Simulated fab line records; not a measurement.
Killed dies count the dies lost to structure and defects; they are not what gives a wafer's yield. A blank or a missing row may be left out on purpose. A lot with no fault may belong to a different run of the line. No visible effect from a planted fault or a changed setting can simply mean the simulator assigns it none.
fab line records	flow n5Finfet
record: lots: 24	wafers: 72	lastDay: 17
route steps=1938 shown BEOL_M4@1087 BEOL_M5@1137
lots untouched by any fault: they come from a run of this same line in which no faults occurred
startH: the number of hours between the record's first day and the start of the first shown wafer of the lot	waitH: time in hours since the lot's previous step	" identical to the entry in the row above	L1.1+2: a row that stands for several wafers	- no value present, or no start provided	* or withheld: withheld	< > ~ a bound
route shown NAME@n: a module of which the file shows steps, and the number in the route of the first	usual: average and standard deviation across the fault-free wafers	same: alike in all rows	chamber/n: place in a boat	sites: readings site by site	_std_site: the values' standard deviation	_edge_site: outer sites' mean less inner sites'	radiusMm: for every site, how far away it sits from the centre of the wafer	mask NAME#n: copy n	behind: the tool/chamber that last shaped the wafer	hold: cause of the lot's hold/its duration in hours/its outcome	device: whichever transistor did not switch (one of n, p or np)	end of line: the tests these same wafers got at the end of their route	a step without rows: its recipe alone	killed: dies lost to structure and defects at the first sort, not the wafer's yield	map: dies across one wafer; x = killed, . = not, _ = none there
set.NAME: the run value of the setting; set.NAME@STEP: its run value at that earlier step	model.NAME: the simulator's own value behind a step, which no gauge read
one table for each step of the route and one row for each wafer, over a sample of lots
services: a tool's chamber out of use, with start hour (startH, from the record's first day; less than 0 if before it), hours out, and reason
== steps ==
step: N5_BEOL_M4_ANNEAL_80
recipe: tempC: 400	timeS: 240	ambient: vacuum
usual: heaterPowerW: 823/58
lot.wafer	tool	chamber	startH	waitH	heaterPowerW
L075.3	pvdSputter-03	-	161.13	0.0	802
L075.4	"	-	"	"	837
L075.6	"	-	"	"	818
L074.1	pvdSputter-02	-	164.06	0.0	883
L074.2	"	-	"	"	824
L074.4	"	-	"	"	752
L076.2	pvdSputter-03	-	175.89	0.0	891
L076.3	"	-	"	"	808
L076.5	"	-	"	"	821
L077.4	pvdSputter-03	-	179.63	0.0	877
L077.5	"	-	"	"	863
L077.6	"	-	"	"	813
L079.2	pvdSputter-01	-	190.01	0.0	873
L079.3	"	-	"	"	778
L079.6	"	-	"	"	890
L078.1	pvdSputter-02	-	194.26	0.0	858
L078.2	"	-	"	"	900
L078.6	"	-	"	"	868
L080.2	pvdSputter-01	-	197.13	0.0	783
L080.3	"	-	"	"	877
L080.6	"	-	"	"	878
L081.2	pvdSputter-02	-	202.24	0.0	912
L081.5	"	-	"	"	835
L081.6	"	-	"	"	722
L082.1	pvdSputter-03	-	209.72	0.0	865
L082.3	"	-	"	"	802
L082.4	"	-	"	"	825
L083.1	pvdSputter-02	-	209.96	0.0	753
L083.2	"	-	"	"	847
L083.4	"	-	"	"	699
L084.2	pvdSputter-01	-	226.67	0.0	877
L084.3	"	-	"	"	757
L084.6	"	-	"	"	893
L087.3	pvdSputter-01	-	240.34	0.0	881
L087.5	"	-	"	"	880
L087.6	"	-	"	"	753
L085.1	pvdSputter-02	-	246.91	0.0	708
L085.3	"	-	"	"	832
L085.4	"	-	"	"	897
L086.2	pvdSputter-01	-	246.92	0.0	875
L086.4	"	-	"	"	771
L086.6	"	-	"	"	756
L088.1	pvdSputter-02	-	265.31	0.0	721
L088.5	"	-	"	"	860
L088.6	"	-	"	"	712
L089.3	pvdSputter-03	-	265.36	0.0	819
L089.4	"	-	"	"	885
L089.6	"	-	"	"	802
L091.1	pvdSputter-02	-	267.23	0.0	850
L091.2	"	-	"	"	761
L091.6	"	-	"	"	746
L090.2	pvdSputter-02	-	269.17	0.0	747
L090.4	"	-	"	"	858
L090.5	"	-	"	"	721
L092.1	pvdSputter-01	-	270.15	0.0	906
L092.4	"	-	"	"	804
L092.6	"	-	"	"	809
L093.1	pvdSputter-03	-	270.78	0.0	863
L093.3	"	-	"	"	825
L093.4	"	-	"	"	811
L094.2	pvdSputter-03	-	273.69	0.0	826
L094.3	"	-	"	"	875
L094.5	"	-	"	"	867
L095.4	pvdSputter-01	-	293.17	0.0	751
L095.5	"	-	"	"	896
L095.6	"	-	"	"	770
L096.4	pvdSputter-03	-	298.19	0.0	902
L096.5	"	-	"	"	857
L096.6	"	-	"	"	820
L097.1	pvdSputter-01	-	308.74	0.0	901
L097.4	"	-	"	"	771
L097.5	"	-	"	"	881
step: N5_BEOL_M4_ANNEAL_51
recipe: tempC: 225	timeS: 90	ambient: N2
usual: wafer_temp_C_max: 226.0/0.5
lot.wafer	tool	chamber	startH	waitH	wafer_temp_C_max
L075.3	rtpAnneal-01	0	162.88	0.1	225.3
L075.4	"	0	"	"	225.3
L075.6	"	0	"	"	225.1
L074.1	rtpAnneal-02	0	165.71	0.1	226.5
L074.2	"	0	"	"	226.4
L074.4	"	0	"	"	226.6
L076.2	rtpAnneal-01	0	177.59	0.1	225.5
L076.3	"	0	"	"	225.3
L076.5	"	0	"	"	225.4
L077.4	rtpAnneal-02	0	181.42	0.2	226.4
L077.5	"	0	"	"	226.5
L077.6	"	0	"	"	226.6
L079.2	rtpAnneal-02	0	191.71	0.1	226.4
L079.3	"	0	"	"	226.8
L079.6	"	0	"	"	226.0
L078.1	rtpAnneal-02	0	196.22	0.4	226.9
L078.2	"	0	"	"	227.0
L078.6	"	0	"	"	226.5
L080.2	rtpAnneal-02	0	198.97	0.2	226.0
L080.3	"	0	"	"	226.4
L080.6	"	0	"	"	226.4
L081.2	rtpAnneal-01	0	203.99	0.2	225.4
L081.5	"	0	"	"	225.6
L081.6	"	0	"	"	225.5
L082.1	rtpAnneal-02	0	211.38	0.1	226.5
L082.3	"	0	"	"	226.2
L082.4	"	0	"	"	226.3
L083.1	rtpAnneal-02	0	215.36	0.1	226.6
L083.2	"	0	"	"	226.5
L083.4	"	0	"	"	226.6
L084.2	rtpAnneal-01	0	228.38	0.1	226.0
L084.3	"	0	"	"	226.1
L084.6	"	0	"	"	225.7
L087.3	rtpAnneal-02	0	242.09	0.1	226.5
L087.5	"	0	"	"	226.7
L087.6	"	0	"	"	226.6
L085.1	rtpAnneal-01	0	248.56	0.1	225.5
L085.3	"	0	"	"	225.5
L085.4	"	0	"	"	225.9
L086.2	rtpAnneal-02	0	248.62	0.1	226.8
L086.4	"	0	"	"	226.0
L086.6	"	0	"	"	226.5
L088.1	rtpAnneal-02	0	266.96	0.1	226.3
L088.5	"	0	"	"	226.2
L088.6	"	0	"	"	226.4
L089.3	rtpAnneal-01	0	267.13	0.1	225.7
L089.4	"	0	"	"	225.7
L089.6	"	0	"	"	225.5
L091.1	rtpAnneal-01	0	268.92	0.1	225.5
L091.2	"	0	"	"	225.5
L091.6	"	0	"	"	225.7
L090.2	rtpAnneal-02	0	270.91	0.2	226.0
L090.4	"	0	"	"	226.0
L090.5	"	0	"	"	226.3
L092.1	rtpAnneal-01	0	271.81	0.1	225.7
L092.4	"	0	"	"	225.6
L092.6	"	0	"	"	225.7
L093.1	rtpAnneal-02	0	272.43	0.1	226.9
L093.3	"	0	"	"	226.0
L093.4	"	0	"	"	226.2
L094.2	rtpAnneal-02	0	275.66	0.4	226.5
L094.3	"	0	"	"	226.9
L094.5	"	0	"	"	226.7
L095.4	rtpAnneal-01	0	294.96	0.2	225.7
L095.5	"	0	"	"	225.3
L095.6	"	0	"	"	225.5
L096.4	rtpAnneal-01	0	299.98	0.2	225.8
L096.5	"	0	"	"	225.4
L096.6	"	0	"	"	225.6
L097.1	rtpAnneal-01	0	310.40	0.1	225.5
L097.4	"	0	"	"	225.6
L097.5	"	0	"	"	225.6
step: N5_BEOL_M5_STRIP_19
recipe: chemistry: O2	powerW: 400	tempC: 40	pressureMtorr: 30	rfFrequencyHz: 6e+07	biasPowerW: 0	overashFraction: 0.2	o2FlowSccm: 225
usual: drypumpMotorCurrentA: 5.5/0.34	oesProductAu: 0.76/0.089	rfVppV: 3.6/0.48	showerheadPlenumPTorr: 2.11/0.059	throttleValvePct: 16.82/0.25
same: biasPowerW: 0
lot.wafer	tool	chamber	startH	waitH	drypumpMotorCurrentA	oesProductAu	rfHoursCounterH	rfVppV	showerheadPlenumPTorr	throttleValvePct
L075.3	rieDiel-02	1	166.91	0.1	5.9	0.71	208	3.6	2.11	16.72
L075.4	"	3	"	"	5.7	0.71	225	3.6	2.07	17.02
L075.6	"	0	"	"	5.8	0.90	-	3.2	2.15	16.63
L074.1	rieDiel-02	1	169.67	0.1	5.9	0.71	209	3.3	2.11	16.73
L074.2	"	0	"	"	5.8	0.89	36	3.2	2.15	16.63
L074.4	"	3	"	"	5.8	0.71	226	2.4	2.07	17.03
L076.2	rieDiel-06	3	182.29	0.1	4.9	0.70	222	3.7	1.98	17.22
L076.3	"	1	"	"	6.0	0.70	215	4.3	2.18	17.02
L076.5	"	3	"	"	4.9	0.70	-	3.6	1.98	17.21
L077.4	rieDiel-02	3	185.10	0.1	5.7	0.71	-	4.4	2.07	17.02
L077.5	"	2	"	"	5.6	0.71	-	3.5	2.12	16.55
L077.6	"	0	"	"	5.8	0.89	-	2.5	2.15	16.62
L079.2	rieDiel-02	1	197.27	0.1	5.9	0.70	215	3.3	2.11	16.71
L079.3	"	0	"	"	5.8	0.88	46	4.2	2.15	16.65
L079.6	"	1	"	"	5.9	0.70	-	4.2	2.11	16.73
L078.1	rieDiel-06	3	201.07	0.1	4.9	0.70	226	4.1	1.98	17.22
L078.2	"	2	"	"	5.0	0.86	66	3.0	2.16	16.73
L078.6	"	3	"	"	4.9	0.69	-	4.0	1.98	17.24
L080.2	rieDiel-06	0	202.37	0.1	5.3	0.74	164	3.9	2.21	16.72
L080.3	"	2	"	"	5.0	0.87	66	4.2	2.16	16.71
L080.6	"	3	"	"	4.9	0.70	-	4.2	1.98	17.23
L081.2	rieDiel-01	1	208.66	0.1	5.5	0.74	167	2.9	2.16	16.72
L081.5	"	0	"	"	5.3	0.88	-	3.6	2.14	16.88
L081.6	"	1	"	"	5.6	0.74	-	3.5	2.16	16.69
L082.1	rieDiel-01	0	216.81	0.3	5.3	0.88	46	3.3	2.13	16.87
L082.3	"	1	"	"	5.5	0.73	169	3.4	2.16	16.71
L082.4	"	2	"	"	5.9	0.72	220	3.7	2.05	16.98
L083.1	rieDiel-01	3	218.92	0.2	5.2	0.68	236	3.8	2.08	17.02
L083.2	"	2	"	"	5.9	0.72	221	4.0	2.05	17.00
L083.4	"	0	"	"	5.3	0.87	47	4.4	2.13	16.89
L084.2	rieDiel-06	0	231.99	0.1	5.3	0.74	173	3.5	2.20	16.76
L084.3	"	2	"	"	5.0	0.85	75	4.1	2.15	16.75
L084.6	"	2	"	"	5.0	0.85	-	4.1	2.15	16.76
L087.3	rieDiel-06	1	246.69	0.1	5.9	0.70	235	4.5	2.17	17.08
L087.5	"	1	"	"	5.9	0.69	-	3.6	2.17	17.06
L087.6	"	2	"	"	5.0	0.85	-	3.5	2.15	16.76
L085.1	rieDiel-02	2	252.66	0.2	5.7	0.94	15	3.6	2.11	16.14
L085.3	"	0	"	"	5.8	0.84	66	3.4	2.14	16.67
L085.4	"	0	"	"	5.9	0.84	-	3.4	2.14	16.68
L086.2	rieDiel-01	3	252.81	0.1	5.2	0.66	249	3.1	2.07	17.02
L086.4	"	3	"	"	5.2	0.66	-	3.7	2.07	17.02
L086.6	"	1	"	"	5.5	0.72	-	3.6	2.15	16.74
L088.1	rieDiel-02	1	272.75	0.1	5.9	0.69	240	4.1	2.10	16.78
L088.5	"	2	"	"	5.6	0.92	-	3.3	2.11	16.15
L088.6	"	1	"	"	5.9	0.69	-	3.4	2.10	16.78
L089.3	rieDiel-06	1	273.50	0.2	5.9	0.68	240	3.5	2.17	17.06
L089.4	"	0	"	"	5.3	0.72	186	3.6	2.20	16.76
L089.6	"	0	"	"	5.3	0.73	-	3.7	2.20	16.75
L091.1	rieDiel-01	1	273.72	0.2	5.5	0.70	190	3.5	2.15	16.74
L091.2	"	2	"	"	5.9	0.69	240	3.8	2.04	17.02
L091.6	"	1	"	"	5.5	0.71	-	2.7	2.15	16.75
L090.2	rieDiel-01	2	275.74	0.1	5.9	0.70	242	3.7	2.04	17.02
L090.4	"	2	"	"	5.9	0.70	-	3.1	2.04	17.04
L090.5	"	1	"	"	5.5	0.70	-	4.1	2.15	16.74
L092.1	rieDiel-01	2	276.02	0.2	5.9	0.71	242	3.8	2.04	17.01
L092.4	"	3	"	"	5.2	0.66	-	4.0	2.07	17.04
L092.6	"	2	"	"	5.8	0.70	-	3.1	2.04	17.02
L093.1	rieDiel-02	0	276.43	0.1	5.9	0.84	73	3.0	2.14	16.71
L093.3	"	2	"	"	5.7	0.92	22	3.6	2.11	16.14
L093.4	"	0	"	"	5.8	0.84	-	4.8	2.14	16.71
L094.2	rieDiel-01	0	280.90	0.1	5.3	0.86	57	3.1	2.13	16.90
L094.3	"	2	"	"	5.8	0.69	244	3.6	2.04	17.03
L094.5	"	1	"	"	5.5	0.70	-	3.8	2.15	16.75
L095.4	rieDiel-06	2	299.93	0.1	5.1	0.83	99	4.4	2.14	16.80
L095.5	"	1	"	"	6.0	0.68	-	4.1	2.17	17.08
L095.6	"	0	"	"	5.3	0.73	-	4.0	2.20	16.79
L096.4	rieDiel-02	2	303.91	0.1	5.7	0.90	30	4.0	2.10	16.17
L096.5	"	0	"	"	5.9	0.82	-	3.2	2.14	16.71
L096.6	"	3	"	"	5.8	0.95	-	3.6	2.06	16.61
L097.1	rieDiel-02	2	313.95	0.1	5.7	0.91	34	3.1	2.10	16.17
L097.4	"	0	"	"	5.9	0.82	-	3.7	2.13	16.73
L097.5	"	3	"	"	5.7	0.94	-	3.1	2.06	16.64
step: N5_BEOL_M5_OCD_MEAS_38
usual: trenchDepthNm: 71.6/1.7
lot.wafer	tool	chamber	startH	waitH	trenchDepthNm
L075.3	ocd-02	-	168.04	-	74.7
L075.4	"	-	"	"	72.4
L075.6	"	-	"	"	73.8
L074.1	ocd-02	-	171.60	-	71.1
L074.2	"	-	"	"	70.2
L074.4	"	-	"	"	70.6
L076.2	ocd-01	-	184.29	-	69.4
L076.3	"	-	"	"	69.4
L076.5	"	-	"	"	72.1
L077.4	ocd-01	-	187.28	-	70.6
L077.5	"	-	"	"	70.8
L077.6	"	-	"	"	70.3
L079.2	ocd-02	-	198.32	-	74.1
L079.3	"	-	"	"	72.2
L079.6	"	-	"	"	72.9
L078.1	ocd-02	-	202.04	-	73.3
L078.2	"	-	"	"	75.1
L078.6	"	-	"	"	72.9
L080.2	ocd-01	-	203.92	-	74.7
L080.3	"	-	"	"	74.2
L080.6	"	-	"	"	73.9
L081.2	ocd-01	-	209.69	-	71.3
L081.5	"	-	"	"	71.0
L081.6	"	-	"	"	71.1
L082.1	ocd-02	-	217.99	-	72.1
L082.3	"	-	"	"	70.5
L082.4	"	-	"	"	70.2
L083.1	ocd-01	-	219.97	-	69.2
L083.2	"	-	"	"	72.1
L083.4	"	-	"	"	70.4
L084.2	ocd-01	-	233.79	-	73.4
L084.3	"	-	"	"	69.7
L084.6	"	-	"	"	71.3
L087.3	ocd-01	-	248.31	-	71.3
L087.5	"	-	"	"	71.1
L087.6	"	-	"	"	73.2
L085.1	ocd-01	-	254.84	-	71.6
L085.3	"	-	"	"	70.5
L085.4	"	-	"	"	71.8
L086.2	ocd-02	-	255.33	-	70.1
L086.4	"	-	"	"	70.2
L086.6	"	-	"	"	72.4
L088.1	ocd-02	-	273.71	-	70.3
L088.5	"	-	"	"	69.1
L088.6	"	-	"	"	71.2
L089.3	ocd-02	-	274.48	-	68.7
L089.4	"	-	"	"	69.4
L089.6	"	-	"	"	69.0
L091.1	ocd-01	-	275.01	-	71.2
L091.2	"	-	"	"	69.5
L091.6	"	-	"	"	69.9
L092.1	ocd-01	-	279.72	-	69.5
L092.4	"	-	"	"	69.4
L092.6	"	-	"	"	72.1
L090.2	ocd-02	-	279.77	-	71.0
L090.4	"	-	"	"	70.3
L090.5	"	-	"	"	72.1
L093.1	ocd-02	-	280.21	-	73.6
L093.3	"	-	"	"	72.6
L093.4	"	-	"	"	73.2
L094.2	ocd-01	-	285.42	-	72.8
L094.3	"	-	"	"	72.1
L094.5	"	-	"	"	73.2
L095.4	ocd-01	-	300.86	-	74.1
L095.5	"	-	"	"	71.8
L095.6	"	-	"	"	74.1
L096.4	ocd-01	-	304.84	-	73.0
L096.5	"	-	"	"	71.3
L096.6	"	-	"	"	71.0
L097.1	ocd-02	-	315.57	-	73.9
L097.4	"	-	"	"	75.3
L097.5	"	-	"	"	74.4
step: N5_BEOL_M5_CURE_80
recipe: tempC: 370	timeS: 120	ambient: DMADMS/He	material: SiCOH_lowk
usual: lampPowerPct: 52.31/0.055	wafer_temp_C_max: 371.9/0.74
lot.wafer	tool	chamber	startH	waitH	lampPowerPct	wafer_temp_C_max
L075.3	uvCure-03	1	168.33	0.1	52.47	372.5
L075.4	"	1	"	"	52.34	372.4
L075.6	"	1	"	"	52.29	374.8
L074.1	uvCure-03	0	171.79	0.0	52.28	372.0
L074.2	"	0	"	"	52.23	372.1
L074.4	"	0	"	"	52.29	371.2
L076.2	uvCure-03	1	184.53	0.1	52.26	373.1
L076.3	"	1	"	"	52.30	372.8
L076.5	"	1	"	"	52.40	373.5
L077.4	uvCure-03	1	187.62	0.2	52.31	373.8
L077.5	"	1	"	"	52.31	372.3
L077.6	"	1	"	"	52.29	373.2
L079.2	uvCure-02	1	198.63	0.2	52.31	371.4
L079.3	"	1	"	"	52.27	371.4
L079.6	"	1	"	"	52.23	371.6
L078.1	uvCure-03	1	202.45	0.3	52.38	373.1
L078.2	"	1	"	"	52.33	374.7
L078.6	"	1	"	"	52.29	373.5
L080.2	uvCure-01	0	204.17	0.1	52.29	372.1
L080.3	"	0	"	"	52.27	371.7
L080.6	"	0	"	"	52.28	371.5
L081.2	uvCure-03	0	209.93	0.1	52.26	372.9
L081.5	"	0	"	"	52.34	371.9
L081.6	"	0	"	"	52.27	372.1
L082.1	uvCure-02	1	218.18	0.0	52.30	371.6
L082.3	"	1	"	"	52.35	371.6
L082.4	"	1	"	"	52.32	371.2
L083.1	uvCure-01	0	220.17	0.0	52.23	371.6
L083.2	"	0	"	"	52.28	371.8
L083.4	"	0	"	"	52.32	371.5
L084.2	uvCure-02	2	234.04	0.1	52.27	371.7
L084.3	"	2	"	"	52.22	372.0
L084.6	"	2	"	"	52.35	371.8
L087.3	uvCure-01	0	248.87	0.4	52.29	372.0
L087.5	"	0	"	"	52.31	372.4
L087.6	"	0	"	"	52.33	372.5
L085.1	uvCure-01	1	255.04	0.0	52.37	371.7
L085.3	"	1	"	"	52.31	371.8
L085.4	"	1	"	"	52.30	371.2
L086.2	uvCure-02	2	255.58	0.1	52.28	371.8
L086.4	"	2	"	"	52.30	371.7
L086.6	"	2	"	"	52.35	372.1
L088.1	uvCure-02	1	273.90	0.0	52.28	371.7
L088.5	"	1	"	"	52.31	371.3
L088.6	"	1	"	"	52.32	370.9
L089.3	uvCure-03	0	274.77	0.1	52.28	371.4
L089.4	"	0	"	"	52.30	371.6
L089.6	"	0	"	"	52.29	372.0
L091.1	uvCure-03	2	275.27	0.1	52.37	372.2
L091.2	"	2	"	"	52.31	373.2
L091.6	"	2	"	"	52.37	372.4
L092.1	uvCure-03	2	279.92	0.0	52.24	371.9
L092.4	"	2	"	"	52.24	372.9
L092.6	"	2	"	"	52.36	372.7
L090.2	uvCure-02	2	280.02	0.1	52.29	371.2
L090.4	"	2	"	"	52.21	372.2
L090.5	"	2	"	"	52.32	371.5
L093.1	uvCure-01	2	280.41	0.0	52.28	371.6
L093.3	"	2	"	"	52.24	371.2
L093.4	"	2	"	"	52.27	371.0
L094.2	uvCure-01	1	285.67	0.1	52.38	371.6
L094.3	"	1	"	"	52.35	371.5
L094.5	"	1	"	"	52.44	371.2
L095.4	uvCure-01	1	301.57	0.5	52.25	371.6
L095.5	"	1	"	"	52.36	371.4
L095.6	"	1	"	"	52.38	371.4
L096.4	uvCure-02	1	305.47	0.4	52.18	371.1
L096.5	"	1	"	"	52.33	371.3
L096.6	"	1	"	"	52.26	371.9
L097.1	uvCure-02	0	315.87	0.1	52.35	370.8
L097.4	"	0	"	"	52.29	371.1
L097.5	"	0	"	"	52.23	371.5
step: N5_BEOL_M5_ANNEAL_49
recipe: tempC: 400	timeS: 1800	ambient: vacuum
usual: heaterPowerW: 821/66
lot.wafer	tool	chamber	startH	waitH	heaterPowerW
L075.3	pvdSputter-02	-	169.41	0.0	893
L075.4	"	-	"	"	763
L075.6	"	-	"	"	891
L074.1	pvdSputter-02	-	174.16	0.0	824
L074.2	"	-	"	"	898
L074.4	"	-	"	"	723
L076.2	pvdSputter-02	-	185.50	0.0	753
L076.3	"	-	"	"	723
L076.5	"	-	"	"	848
L077.4	pvdSputter-03	-	191.48	0.0	878
L077.5	"	-	"	"	794
L077.6	"	-	"	"	811
L079.2	pvdSputter-01	-	199.75	0.0	886
L079.3	"	-	"	"	779
L079.6	"	-	"	"	876
L078.1	pvdSputter-02	-	204.37	0.0	717
L078.2	"	-	"	"	894
L078.6	"	-	"	"	718
L080.2	pvdSputter-01	-	205.54	0.0	746
L080.3	"	-	"	"	873
L080.6	"	-	"	"	887
L081.2	pvdSputter-01	-	211.09	0.0	785
L081.5	"	-	"	"	882
L081.6	"	-	"	"	755
L082.1	pvdSputter-01	-	219.13	0.0	792
L082.3	"	-	"	"	761
L082.4	"	-	"	"	889
L083.1	pvdSputter-02	-	221.48	0.0	742
L083.2	"	-	"	"	863
L083.4	"	-	"	"	904
L084.2	pvdSputter-03	-	235.03	0.0	907
L084.3	"	-	"	"	792
L084.6	"	-	"	"	819
L087.3	pvdSputter-03	-	250.36	0.0	782
L087.5	"	-	"	"	857
L087.6	"	-	"	"	901
L085.1	pvdSputter-01	-	256.36	0.0	763
L085.3	"	-	"	"	889
L085.4	"	-	"	"	882
L086.2	pvdSputter-02	-	257.23	0.0	861
L086.4	"	-	"	"	909
L086.6	"	-	"	"	719
L088.1	pvdSputter-03	-	275.31	0.0	799
L088.5	"	-	"	"	814
L088.6	"	-	"	"	813
L089.3	pvdSputter-01	-	275.74	0.0	788
L089.4	"	-	"	"	736
L089.6	"	-	"	"	886
L091.1	pvdSputter-02	-	278.47	0.0	754
L091.2	"	-	"	"	721
L091.6	"	-	"	"	696
L090.2	pvdSputter-03	-	281.13	0.0	861
L090.4	"	-	"	"	819
L090.5	"	-	"	"	808
L092.1	pvdSputter-01	-	281.42	0.0	743
L092.4	"	-	"	"	757
L092.6	"	-	"	"	783
L093.1	pvdSputter-02	-	283.00	0.0	750
L093.3	"	-	"	"	722
L093.4	"	-	"	"	909
L094.2	pvdSputter-03	-	287.07	0.0	830
L094.3	"	-	"	"	868
L094.5	"	-	"	"	783
L095.4	pvdSputter-02	-	302.46	0.0	906
L095.5	"	-	"	"	830
L095.6	"	-	"	"	750
L096.4	pvdSputter-02	-	307.37	0.0	864
L096.5	"	-	"	"	923
L096.6	"	-	"	"	752
L097.1	pvdSputter-02	-	317.88	0.0	864
L097.4	"	-	"	"	743
L097.5	"	-	"	"	845
== services ==
tool	chamber	startH	hours	kind
rieDiel-06	2	139.56	7.7	repair
rtpAnneal-02	-	141.32	4.7	pm
rieDiel-01	3	142.69	2.2	repair
uvCure-01	-	159.19	2.8	pm
pvdSputter-02	-	166.21	1.9	repair
rieDiel-02	1	178.83	7.1	repair
pvdSputter-03	-	186.93	2.6	repair
uvCure-01	-	187.22	2.1	pm
rieDiel-02	2	196.07	-	clean
rieDiel-02	2	196.07	-	consumableReplace:focusRing
rieDiel-01	2	220.13	3.2	repair
uvCure-02	-	220.88	7.5	pm
uvCure-03	-	221.77	2.8	pm
uvCure-03	-	225.99	0.6	repair
uvCure-02	-	228.57	1.0	pm
rieDiel-02	3	236.85	-	clean
rieDiel-02	3	236.85	-	consumableReplace:focusRing
uvCure-03	-	242.40	13.2	repair
rieDiel-02	3	266.56	10.3	repair
uvCure-01	-	270.59	1.0	pm
rtpAnneal-01	-	275.01	1.8	pm
uvCure-01	-	282.47	1.0	repair
pvdSputter-01	-	301.73	2.1	repair
pvdSputter-01	-	310.66	1.0	repair
== key ==
fault none
